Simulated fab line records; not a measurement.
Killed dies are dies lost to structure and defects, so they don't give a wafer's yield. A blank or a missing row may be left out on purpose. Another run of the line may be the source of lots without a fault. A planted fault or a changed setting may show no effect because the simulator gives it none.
fab line records	flow n5Finfet
record lots=7	wafers=21
route steps=1938 shown BEOL_M7@1309 BEOL_M8@1359 BEOL_M9@1428 BEOL_M10@1494 BEOL_M11@1578 BEOL_M12@1649 BEOL_M14@1738
startH: start of the lot's first displayed wafer, in hours after the record's first day	waitH: hours from the lot's prior step to this one	" as in the row above	L1.1+2: a row that stands for several wafers	- either no value or no given start	* or withheld: withheld	< > ~ a bound
route shown NAME@n: a module of which the file shows steps, and the number in the route of the first	usual: mean/standard deviation taken from wafers without a fault	same: alike in all rows	chamber/n: place in a boat	sites: per-site readings	_std_site: their standard deviation	_edge_site: mean of outer sites minus mean of inner sites	radiusMm: how far each site lies from the wafer's centre	mask NAME#n: copy n	behind: tool/chamber where the wafer was last shaped	hold: cause of the lot's hold/its duration in hours/its outcome	device: transistor that didn't switch, given as n, p or np	end of line: tests of these same wafers at the route's end	step lacking rows: just its recipe	killed: count of dies lost to structure and defects at first sort (not the wafer's yield)	map: the dies of a wafer, with x for killed, . for not killed, _ for no die there
set.NAME: setting as actually run; set.NAME@STEP: the setting as run at that earlier step	model.NAME: the simulator's own value behind a step, which no gauge read
one table per step and one row per wafer, for lots whose settings were changed on purpose
## steps
# step N5_BEOL_M7_ETCH_41
# recipe chemistry=CH3F/O2	target=SiCN	targetDepthA=319	taperDeg=2	timeS=57.8	ionEnergyEv=120	maskMaterial=TiN	pressureMtorr=30	sourceW=395	biasW=75	Ar_flow_sccm=150	CH3F_flow_sccm=30	O2_flow_sccm=20
# usual rfVppV=297.0/1.6
lot.wafer	tool	chamber	startH	waitH	set.sourceW	rfVppV
L074.1	rieDiel-06	3	-	-	395	296.9
L074.2	"	1	"	"	395	298.3
L074.3	"	0	"	"	395	297.7
L076.2	rieDiel-05	2	-	-	395	295.2
L076.3	"	3	"	"	395	296.9
L076.6	"	2	"	"	395	294.7
L080.1	rieDiel-06	1	-	-	395	297.2
L080.3	"	2	"	"	395	294.9
L080.6	"	0	"	"	395	295.8
L078.4	rieDiel-01	2	-	-	395	296.2
L078.5	"	1	"	"	395	298.2
L078.6	"	2	"	"	327.7	314.7
L084.1	rieDiel-01	1	-	-	395	297.2
L084.2	"	2	"	"	335.6	312.2
L084.4	"	3	"	"	395	298.5
L089.2	rieDiel-06	1	-	-	395	297.6
L089.4	"	3	"	"	327	315.6
L089.6	"	0	"	"	395	297.3
L093.2	rieDiel-01	0	-	-	395	295.3
L093.5	"	0	"	"	348.5	307.5
L093.6	"	3	"	"	348.5	311.1
# step N5_BEOL_M8_COAT_22
# recipe resist=CAR-EUV	spinRpm=1500	resistThkNm=30
lot.wafer	tool	chamber	startH	waitH	set.spinRpm	model.CAR-EUV_of_BEOL_M8_COAT_22.thkNm
L074.1	lithoTrack-01	0	-	-	1500	30.2
L074.2+3	"	0	"	"	1500	30
L076.2	lithoTrack-01	0	-	-	1381	31.2
L076.3	"	0	"	"	1381	31.4
L076.6	"	0	"	"	1500	30
L080.1+3+6	lithoTrack-03	0	-	-	1500	30
L078.4+5	lithoTrack-03	0	-	-	1500	30
L078.6	"	0	"	"	1500	30.2
L084.1+2+4	lithoTrack-03	0	-	-	1500	30
L089.2	lithoTrack-01	0	-	-	1364	31.6
L089.4	"	0	"	"	1500	30.2
L089.6	"	0	"	"	1364	31.4
L093.2+5	lithoTrack-03	0	-	-	1500	30
L093.6	"	0	"	"	1377	31.2
# step N5_BEOL_M8_EBR_24
# recipe solvent=PGMEA	ebrWidthMm=1.5
# step N5_BEOL_M8_SOFTBAKE_23
# recipe tempC=110	timeS=60	resist=CAR-EUV
# step N5_BEOL_M8_EXPOSE_25
# recipe maskId=V7	na=0.33	sourceShape=annular	sigmaInner=0.4	sigmaOuter=0.8	polarization=unpolarized	targetCdNm=40	doseMj=42.5
# step N5_BEOL_M8_PEB_26
# recipe pebTempC=100	pebTimeS=60	resist=CAR-EUV
# step N5_BEOL_M8_DEVELOP_27
# recipe developTimeS=30	developer=TMAH	resist=CAR-EUV	rinseLiquid=surfactantRinse	dry=airSpin	devTempC=23
lot.wafer	tool	chamber	startH	waitH	set.spinRpm@BEOL_M8_COAT_22	model.CAR-EUV_of_BEOL_M8_COAT_22.thkNm
L074.1	lithoTrack-05	0	-	-	1500	29.8
L074.2+3	"	0	"	"	1500	29.6
L076.2+3	lithoTrack-05	0	-	-	1381	30.8
L076.6	"	0	"	"	1500	29.6
L080.1+3+6	lithoTrack-03	0	-	-	1500	29.6
L078.4+5+6	lithoTrack-01	0	-	-	1500	29.6
L084.1	lithoTrack-05	0	-	-	1500	29.6
L084.2+4	"	0	"	"	1500	29.4
L089.2	lithoTrack-01	0	-	-	1364	31.2
L089.4	"	0	"	"	1500	29.6
L089.6	"	0	"	"	1364	31
L093.2	lithoTrack-03	0	-	-	1500	29.4
L093.5	"	0	"	"	1500	29.6
L093.6	"	0	"	"	1377	30.8
# step N5_BEOL_M9_COAT_22
# recipe resist=CAR-EUV	spinRpm=1500	resistThkNm=30
lot.wafer	tool	chamber	startH	waitH	set.spinRpm	model.CAR-EUV_of_BEOL_M9_COAT_22.thkNm
L074.1+3	lithoTrack-02	0	-	-	1641	28.8
L074.2	"	0	"	"	1500	30
L076.2+6	lithoTrack-04	0	-	-	1500	30
L076.3	"	0	"	"	1358	31.6
L080.1+3+6	lithoTrack-04	0	-	-	1500	30.2
L078.4+5+6	lithoTrack-05	0	-	-	1500	30
L084.1	lithoTrack-02	0	-	-	1436	30.6
L084.2	"	0	"	"	1436	30.8
L084.4	"	0	"	"	1500	30
L089.2+4	lithoTrack-04	0	-	-	1615	29
L089.6	"	0	"	"	1500	30
L093.2+5	lithoTrack-05	0	-	-	1500	30
L093.6	"	0	"	"	1549	29.6
# step N5_BEOL_M9_EBR_24
# recipe solvent=PGMEA	ebrWidthMm=1.5
# step N5_BEOL_M9_SOFTBAKE_23
# recipe tempC=110	timeS=60	resist=CAR-EUV
# step N5_BEOL_M9_EXPOSE_25
# recipe maskId=V8	na=0.33	sourceShape=annular	sigmaInner=0.4	sigmaOuter=0.8	polarization=unpolarized	doseMj=37.25
# step N5_BEOL_M9_PEB_26
# recipe pebTempC=100	pebTimeS=60	resist=CAR-EUV
# step N5_BEOL_M9_DEVELOP_27
# recipe developTimeS=30	developer=TMAH	resist=CAR-EUV	rinseLiquid=surfactantRinse	dry=airSpin	devTempC=23
lot.wafer	tool	chamber	startH	waitH	set.spinRpm@BEOL_M9_COAT_22	model.CAR-EUV_of_BEOL_M9_COAT_22.thkNm
L074.1	lithoTrack-04	0	-	-	1641	28.4
L074.2	"	0	"	"	1500	29.6
L074.3	"	0	"	"	1641	28.2
L076.2+6	lithoTrack-02	0	-	-	1500	29.6
L076.3	"	0	"	"	1358	31.2
L080.1	lithoTrack-05	0	-	-	1500	29.8
L080.3+6	"	0	"	"	1500	29.6
L078.4+6	lithoTrack-02	0	-	-	1500	29.6
L078.5	"	0	"	"	1500	29.4
L084.1+2	lithoTrack-02	0	-	-	1436	30.2
L084.4	"	0	"	"	1500	29.6
L089.2	lithoTrack-04	0	-	-	1615	28.4
L089.4	"	0	"	"	1615	28.6
L089.6	"	0	"	"	1500	29.6
L093.2+5	lithoTrack-05	0	-	-	1500	29.6
L093.6	"	0	"	"	1549	29
# step N5_BEOL_M9_ETCH_66
# recipe chemistry=N2/H2	target=SOC	targetDepthA=800	overetchA=160	maskMaterial=SiARC	tempC=40	timeS=120	ionEnergyEv=200	pressureMtorr=30	sourceW=840	biasW=150	n2FlowSccm=200	h2FlowSccm=200
lot.wafer	tool	chamber	startH	waitH	set.timeS	model.SiARC_of_BEOL_M9_COAT_64.thkNm
L074.1	rieDiel-01	0	223.99	0.0	120	6.4
L074.2	"	3	"	"	120	6.2
L074.3	"	2	"	"	120	6
L076.2	rieDiel-01	2	226.48	0.0	120	6.2
L076.3	"	0	"	"	120	6.6
L076.6	"	2	"	"	120	6
L080.1+6	rieDiel-01	2	247.38	0.0	120	6
L080.3	"	0	"	"	120	6.4
L078.4	rieDiel-05	2	247.46	0.0	120	6.2
L078.5+6	"	3,0	"	"	120	6.4
L084.1+4	rieDiel-06	0,3	275.64	0.0	120	6.6
L084.2	"	2	"	"	144.9	5
L089.2	rieDiel-01	0	323.53	0.0	128	6.2
L089.4	"	0	"	"	120	6.6
L089.6	"	3	"	"	120	6.4
L093.2	rieDiel-06	0	331.46	0.0	120	6.6
L093.5	"	0	"	"	143.2	5.6
L093.6	"	1	"	"	120	6.4
# step N5_BEOL_M10_COAT_63
# recipe resist=SOC	tempC=250	timeS=60	spinRpm=1500	resistThkNm=100
lot.wafer	tool	chamber	startH	waitH	set.spinRpm	model.SOC_of_BEOL_M10_COAT_63.thkNm
L074.1	lithoTrack-01	0	234.72	1.2	1500	100
L074.2	"	0	"	"	1352	105.8
L074.3	"	0	"	"	1500	100.2
L076.2+3+6	lithoTrack-03	0	234.94	0.4	1500	99.8
L080.1	lithoTrack-01	0	253.83	1.4	1500	99.8
L080.3	"	0	"	"	1500	99.4
L080.6	"	0	"	"	1500	100
L078.4+6	lithoTrack-03	0	255.19	0.0	1500	100.2
L078.5	"	0	"	"	1500	99.8
L084.1+2	lithoTrack-02	0	282.34	0.1	1500	100
L084.4	"	0	"	"	1500	99.8
L089.2	lithoTrack-01	0	330.68	0.4	1500	99.6
L089.4+6	"	0	"	"	1603	96.2
L093.2	lithoTrack-03	0	339.56	1.2	1500	99.8
L093.5	"	0	"	"	1652	94.8
L093.6	"	0	"	"	1652	95.4
# step N5_BEOL_M10_PEB_26
# recipe pebTempC=withheld	pebTimeS=60	resist=CAR-ArF
lot.wafer	tool	chamber	startH	waitH	set.pebTimeS
L074.1+2+3	lithoTrack-02	0	234.90	0.1	60
L076.2	lithoTrack-01	0	235.40	0.1	47.06
L076.3+6	"	0	"	"	60
L080.1+3+6	lithoTrack-02	0	254.14	0.1	60
L078.4	lithoTrack-02	0	255.50	0.0	60
L078.5+6	"	0	"	"	72.43
L084.1	lithoTrack-03	0	282.64	0.1	52.89
L084.2+4	"	0	"	"	60
L089.2+6	lithoTrack-03	0	330.86	0.1	60
L089.4	"	0	"	"	63.9
L093.2	lithoTrack-02	0	339.75	0.1	50.33
L093.5+6	"	0	"	"	60
# step N5_BEOL_M10_DEVELOP_27
# recipe developTimeS=30	developer=TMAH	resist=CAR-ArF	rinseLiquid=diw	dry=airSpin	devTempC=23
# step N5_BEOL_M10_CD_MEAS_28
# recipe targetCdNm=70	landingEnergyEv=500	detector=seInlens	polarity=opening
# usual cdNm=70.0/0.93
lot.wafer	tool	chamber	startH	waitH	set.pebTimeS@BEOL_M10_PEB_26	cdNm
L074.1	cdSem-03	0	234.96	-	60	70.3
L074.2	"	0	"	"	60	70.6
L074.3	"	0	"	"	60	70.7
L076.2	cdSem-01	0	235.47	-	47.06	59.5
L076.3	"	0	"	"	60	71.2
L076.6	"	0	"	"	60	69.5
L080.1	cdSem-01	0	254.20	-	60	70.2
L080.3	"	0	"	"	60	70.4
L080.6	"	0	"	"	60	69.1
L078.4	cdSem-01	0	255.57	-	60	71.1
L078.5	"	0	"	"	72.43	79.9
L078.6	"	0	"	"	72.43	80.1
L084.1	cdSem-01	0	282.71	-	52.89	63.8
L084.2	"	0	"	"	60	69.2
L084.4	"	0	"	"	60	68.6
L089.2	cdSem-01	0	330.93	-	60	70.4
L089.4	"	0	"	"	63.9	70.6
L089.6	"	0	"	"	60	70.1
L093.2	cdSem-01	0	339.81	-	50.33	63.2
L093.5	"	0	"	"	60	69.1
L093.6	"	0	"	"	60	70.1
# step N5_BEOL_M10_DESCUM_33
# recipe chemistry=O2	timeS=7.9	sourcePowerW=50	biasPowerW=20	pressureMtorr=20	rfFrequencyHz=2.712e+07	tempC=40	resist=CAR-ArF	o2FlowSccm=225
# step N5_BEOL_M10_ETCH_65
# recipe chemistry=CF4	target=SiARC	targetDepthA=390	maskMaterial=CAR-ArF	timeS=65	ionEnergyEv=80	pressureMtorr=40	sourceW=545	biasW=36	Ar_flow_sccm=100	cf4FlowSccm=100	ends=cleared
# step N5_BEOL_M10_ETCH_66
# recipe chemistry=N2/H2	target=SOC	targetDepthA=1200	overetchA=240	maskMaterial=SiARC	tempC=40	timeS=180	ionEnergyEv=200	pressureMtorr=30	sourceW=840	biasW=150	n2FlowSccm=200	h2FlowSccm=200
lot.wafer	tool	chamber	startH	waitH	set.spinRpm@BEOL_M10_COAT_63	model.etch.depthNm
L074.1+3	rieDiel-02	2,0	236.45	0.0	1500	100.1
L074.2	"	3	"	"	1352	105.8
L076.2	rieDiel-04	1	237.34	0.0	1500	99.89
L076.3	"	0	"	"	1500	99.87
L076.6	"	1	"	"	1500	99.8
L080.1	rieDiel-04	1	254.70	0.0	1500	99.85
L080.3	"	0	"	"	1500	99.47
L080.6	"	1	"	"	1500	99.98
L078.4	rieDiel-04	3	255.74	0.0	1500	100.1
L078.5	"	3	"	"	1500	99.81
L078.6	"	0	"	"	1500	100.3
L084.1	rieDiel-03	0	283.03	0.0	1500	99.95
L084.2	"	1	"	"	1500	100
L084.4	"	3	"	"	1500	99.79
L089.2	rieDiel-02	0	331.10	0.0	1500	99.51
L089.4	"	1	"	"	1603	96.2
L089.6	"	0	"	"	1603	96.23
L093.2	rieDiel-02	0	339.98	0.0	1500	99.76
L093.5	"	0	"	"	1652	94.8
L093.6	"	3	"	"	1652	95.46
# step N5_BEOL_M10_STRIP_69
# recipe chemistry=N2/H2	tempC=40	n2FlowSccm=200	h2FlowSccm=200	rfFrequencyHz=6e+07
# step N5_BEOL_M10_VIA_ETCH_34
# recipe chemistry=C4F6/O2	target=SiCOH_lowk	targetDepthA=1845	maskMaterial=SOC	taperDeg=4	timeS=69.2	ionEnergyEv=250	pressureMtorr=30	sourceW=345	biasW=185	Ar_flow_sccm=300	C4F6_flow_sccm=10	O2_flow_sccm=10
lot.wafer	tool	chamber	startH	waitH	set.spinRpm@BEOL_M10_COAT_63	model.SOC_of_BEOL_M10_COAT_63.thkNm
L074.1+3	rieDiel-02	2,0	236.57	0.0	1500	92
L074.2	"	3	"	"	1352	98
L076.2+3	rieDiel-04	1,0	237.46	0.0	1500	92
L076.6	"	1	"	"	1500	91.8
L080.1	rieDiel-04	1	254.83	0.0	1500	91.8
L080.3	"	0	"	"	1500	91.4
L080.6	"	1	"	"	1500	92
L078.4+6	rieDiel-04	3,0	255.86	0.0	1500	92.2
L078.5	"	3	"	"	1500	91.8
L084.1	rieDiel-03	0	283.16	0.0	1500	91.8
L084.2+4	"	1,3	"	"	1500	92
L089.2	rieDiel-02	0	331.23	0.0	1500	91.4
L089.4	"	1	"	"	1603	88
L089.6	"	0	"	"	1603	88.2
L093.2	rieDiel-02	0	340.11	0.0	1500	91.8
L093.5	"	0	"	"	1652	86.8
L093.6	"	3	"	"	1652	87.2
# step N5_BEOL_M10_ETCH_41
# recipe chemistry=CH3F/O2	target=SiCN	targetDepthA=426	taperDeg=2	timeS=86	ionEnergyEv=120	maskMaterial=TiN	pressureMtorr=30	sourceW=395	biasW=75	Ar_flow_sccm=150	CH3F_flow_sccm=30	O2_flow_sccm=20
# usual rfVppV=297.5/1.5
lot.wafer	tool	chamber	startH	waitH	set.sourceW	rfVppV
L074.1	rieDiel-02	2	-	-	430.3	287.0
L074.2	"	3	"	"	430.3	288.3
L074.3	"	0	"	"	395	296.9
L076.2	rieDiel-04	1	-	-	346.8	311.5
L076.3	"	0	"	"	395	300.7
L076.6	"	1	"	"	395	298.7
L080.1	rieDiel-04	1	-	-	395	298.4
L080.3	"	0	"	"	395	299.6
L080.6	"	1	"	"	395	298.2
L078.4	rieDiel-04	3	-	-	395	295.5
L078.5	"	3	"	"	395	295.4
L078.6	"	0	"	"	432.1	291.9
L084.1	rieDiel-03	0	-	-	395	296.3
L084.2	"	1	"	"	416.1	292.9
L084.4	"	3	"	"	416.1	290.6
L089.2	rieDiel-02	0	-	-	395	295.1
L089.4	"	1	"	"	434.7	290.4
L089.6	"	0	"	"	395	298.1
L093.2	rieDiel-02	0	-	-	395	296.7
L093.5	"	0	"	"	395	297.3
L093.6	"	3	"	"	427.2	290.7
# step N5_BEOL_M11_TRENCH_ETCH_37
# recipe chemistry=C4F6/O2	targetDepthA=1488.3	target=SiCOH_lowk	timeS=48	ionEnergyEv=250	pressureMtorr=30	sourceW=345	biasW=185	Ar_flow_sccm=300	C4F6_flow_sccm=10	O2_flow_sccm=10
lot.wafer	tool	chamber	startH	waitH	set.timeS	model.BEOL_M11.featureDepthNm
L074.1	rieDiel-01	1	-	-	48	141.4
L074.2	"	3	"	"	52.83	164
L074.3	"	2	"	"	52.83	167.4
L076.2	rieDiel-06	1	-	-	48	145.8
L076.3	"	0	"	"	48	145.2
L076.6	"	1	"	"	48	148.4
L080.1	rieDiel-01	2	-	-	48	153
L080.3	"	1	"	"	48	140.8
L080.6	"	3	"	"	48	149.6
L078.4	rieDiel-06	2	-	-	48	149.4
L078.5	"	3	"	"	45.17	138.4
L078.6	"	0	"	"	45.17	136.4
L084.1	rieDiel-01	1	-	-	48	140.6
L084.2	"	3	"	"	48	149
L084.4	"	2	"	"	48	151.6
L089.2	rieDiel-06	1	-	-	48	151.2
L089.4	"	3	"	"	48	145.2
L089.6	"	0	"	"	48	145.6
L093.2	rieDiel-06	1	-	-	48	152.8
L093.5	"	2	"	"	48	151
L093.6	"	1	"	"	48	151.6
# step N5_BEOL_M12_SPUTTER_44
# recipe material=Ta	targetThkA=100	tempC=50	biasV=80	powerW=15000	chamberPressurePa=0.07	timeS=16.13
lot.wafer	tool	chamber	startH	waitH	set.timeS	model.Ta_of_BEOL_M12_SPUTTER_44.thkNm
L074.1+3	pvdSputter-02	-	251.59	0.0	16.13	10.4
L074.2	"	-	"	"	14.07	8.8
L076.2+6	pvdSputter-02	-	257.11	0.0	16.13	10
L076.3	"	-	"	"	16.13	9.8
L080.1	pvdSputter-03	-	270.02	0.0	16.13	10.2
L080.3	"	-	"	"	16.13	9.8
L080.6	"	-	"	"	16.13	10
L078.4+6	pvdSputter-01	-	270.99	0.0	15.26	9.4
L078.5	"	-	"	"	16.13	10
L084.1	pvdSputter-02	-	300.12	0.0	16.13	10.2
L084.2+4	"	-	"	"	16.13	10
L089.2	pvdSputter-02	-	346.80	0.0	15.5	9.6
L089.4+6	"	-	"	"	16.13	10
L093.2+6	pvdSputter-02	-	353.38	0.0	16.13	9.8
L093.5	"	-	"	"	16.13	10
# step N5_BEOL_M14_COAT_66
# recipe resist=SiARC	tempC=220	timeS=60	spinRpm=1500	resistThkNm=110
lot.wafer	tool	chamber	startH	waitH	set.spinRpm	model.SiARC_of_BEOL_M14_COAT_66.thkNm
L074.1	lithoTrack-02	0	-	-	1372	115.2
L074.2	"	0	"	"	1500	110.2
L074.3	"	0	"	"	1500	110
L076.2+3	lithoTrack-05	0	-	-	1500	109.6
L076.6	"	0	"	"	1455	111
L080.1	lithoTrack-02	0	-	-	1500	110.2
L080.3	"	0	"	"	1500	110
L080.6	"	0	"	"	1500	109.8
L078.4	lithoTrack-05	0	-	-	1500	109.8
L078.5	"	0	"	"	1500	109.4
L078.6	"	0	"	"	1413	113.6
L084.1+2	lithoTrack-02	0	-	-	1500	109.8
L084.4	"	0	"	"	1500	109.6
L089.2	lithoTrack-05	0	-	-	1377	115
L089.4	"	0	"	"	1500	110.4
L089.6	"	0	"	"	1500	110
L093.2+5	lithoTrack-04	0	-	-	1500	110.6
L093.6	"	0	"	"	1500	110.4
## key
split step=N5_BEOL_M7_ETCH_41	setting=sourceW	stated=395	by=wafer
response step=N5_BEOL_M7_ETCH_41	reading=rfVppV	change=-1.04	per=1%	r=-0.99
split step=N5_BEOL_M8_COAT_22	setting=spinRpm	stated=1500	by=wafer
response step=N5_BEOL_M8_COAT_22	reading=model.CAR-EUV_of_BEOL_M8_COAT_22.thkNm	change=-0.15	per=1%	r=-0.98
response step=N5_BEOL_M8_DEVELOP_27	reading=model.CAR-EUV_of_BEOL_M8_COAT_22.thkNm	change=-0.159	per=1%	r=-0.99
split step=N5_BEOL_M9_COAT_22	setting=spinRpm	stated=1500	by=wafer
response step=N5_BEOL_M9_COAT_22	reading=model.CAR-EUV_of_BEOL_M9_COAT_22.thkNm	change=-0.145	per=1%	r=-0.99
response step=N5_BEOL_M9_DEVELOP_27	reading=model.CAR-EUV_of_BEOL_M9_COAT_22.thkNm	change=-0.152	per=1%	r=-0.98
split step=N5_BEOL_M9_ETCH_66	setting=timeS	stated=120	by=wafer
response step=N5_BEOL_M9_ETCH_66	reading=model.SiARC_of_BEOL_M9_COAT_64.thkNm	change=-0.062	per=1%	r=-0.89
split step=N5_BEOL_M10_COAT_63	setting=spinRpm	stated=1500	by=wafer
response step=N5_BEOL_M10_COAT_63	reading=model.SOC_of_BEOL_M10_COAT_63.thkNm	change=-0.515	per=1%	r=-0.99
response step=N5_BEOL_M10_ETCH_66	reading=model.etch.depthNm	change=-0.51	per=1%	r=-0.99
response step=N5_BEOL_M10_VIA_ETCH_34	reading=model.SOC_of_BEOL_M10_COAT_63.thkNm	change=-0.528	per=1%	r=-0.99
split step=N5_BEOL_M10_PEB_26	setting=pebTimeS	stated=60	by=wafer
response step=N5_BEOL_M10_CD_MEAS_28	reading=cdNm	change=+0.439	per=1%	r=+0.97
split step=N5_BEOL_M10_ETCH_41	setting=sourceW	stated=395	by=wafer
response step=N5_BEOL_M10_ETCH_41	reading=rfVppV	change=-0.778	per=1%	r=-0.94
split step=N5_BEOL_M11_TRENCH_ETCH_37	setting=timeS	stated=48	by=wafer
response step=N5_BEOL_M11_TRENCH_ETCH_37	reading=model.BEOL_M11.featureDepthNm	change=+2.32	per=1%	r=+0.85
split step=N5_BEOL_M12_SPUTTER_44	setting=timeS	stated=16.13	by=wafer
response step=N5_BEOL_M12_SPUTTER_44	reading=model.Ta_of_BEOL_M12_SPUTTER_44.thkNm	change=+0.122	per=1%	r=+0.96
split step=N5_BEOL_M14_COAT_66	setting=spinRpm	stated=1500	by=wafer
response step=N5_BEOL_M14_COAT_66	reading=model.SiARC_of_BEOL_M14_COAT_66.thkNm	change=-0.604	per=1%	r=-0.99
